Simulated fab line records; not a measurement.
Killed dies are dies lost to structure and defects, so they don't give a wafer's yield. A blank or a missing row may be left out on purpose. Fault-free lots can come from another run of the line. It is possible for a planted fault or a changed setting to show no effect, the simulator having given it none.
Problem report in the 8D (eight disciplines) form, filled by code || flow n5 finfet || the parts of the form that need people (team, actions taken, sign-off) are left out

## 1. PROBLEM STATEMENT
susceptor temp C at N5_PASSIVATION_PECVD_53 reads a mean of 429.88 C on 5 wafers of 2 lots; wafers without a fault read 400.02 C with a standard deviation of 0.2. That is +99 or more standard deviations from the usual mean.
The step: deposits SiO2 from TEOS/O2, target thk 800 nm, time 169.4 s.
Seen first at day 16 18:09 on pecvd-01, wafer L268.3. At this step, 30 wafers from 11 lots have a number in the record. The rule behind "out" and "out of limits": a value lying over 4 standard deviations away from the usual mean. All remaining wafers that have a number are taken as sound.

## 2. WHAT IT IS; WHAT IT IS NOT
{"question": "which readings at this step", "is": "susceptor temp C", "is not": "-"}
{"question": "which lots", "is": "L268, L272", "is not": "L253, L254, L255, L258, L259, L260, L265, L273, L274"}
{"question": "which wafers of those lots", "is": "all that have a number", "is not": "-"}
{"question": "read on which tools", "is": "pecvd-01", "is not": "pecvd-02, pecvd-04"}
{"question": "when", "is": "from day 16 18:09", "is not": "up to then (20 sound wafers); but 5 sound wafers of L273, L274 came after"}

## 3. THE SUSPECTS, EACH WITH WHAT RULES IT OUT
Counting: a tool stays on the suspect list if, at a process step up to the reading, it processed all lots that are out and no sound lot following the first of them.
- rie diel-03 at N5_MIM_BOT_ETCH_STRIP_01 (strips in O2): kept. It processed each lot that is out, first L268 at day 16 14:01, and no sound lot thereafter; up to then, the last sound lot it processed was L258 at day 13 17:29.
- rie diel-02 at N5_PASSIVATION_DESCUM_12 (chemistry O2, time 7.9 s): ruled out as a lasting fault. The sound lots L274 went through it after L268, its earliest lot that is out (day 16 15:29).
- pecvd-01 at N5_PASSIVATION_PECVD_53 (deposits SiO2 from TEOS/O2, target thk 800 nm, time 169.4 s): kept. It processed each lot that is out, first L268 at day 16 18:09, and no sound lot thereafter; up to then, the last sound lot it processed was L265 at day 15 14:01. Its own readings are out on those wafers: susceptor temp C.
The count leaves pecvd-01 at N5_PASSIVATION_PECVD_53 and rie diel-03 at N5_MIM_BOT_ETCH_STRIP_01.

## 4. THE CAUSE (what the simulator had put in)
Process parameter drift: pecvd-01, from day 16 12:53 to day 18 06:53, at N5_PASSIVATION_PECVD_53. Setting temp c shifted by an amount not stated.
2 suspects survive the count, and this tool is in that group.

## 5. SEQUENCE OF EFFECTS, ordered by route
One row per reading whose mean, taken over the struck wafers that have a number, lies over 3 standard deviations from the usual. Readings are gone through only where the record gives a usual standard deviation; hours: the median, over the lots, of the time from a lot's start at the first step in this table giving one to that lot's start at this step; sigmas: the change measured in usual standard deviations.
{"hours": 0, "step": "N5_PASSIVATION_PECVD_53", "reading": "susceptor temp C", "usual": "400.02 C", "on struck wafers": 429.88, "change": "+29.86", "sigmas": "+99 or more"}
It contains these process steps:
- N5_PASSIVATION_PECVD_53: deposits SiO2 from TEOS/O2, target thk 800 nm, time 169.4 s.

## 6. HOW IT WOULD HAVE BEEN CAUGHT EARLIER
5 hours passed between the start of the fault at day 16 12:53 and the first reading out of limits in this record, taken at day 16 18:09.
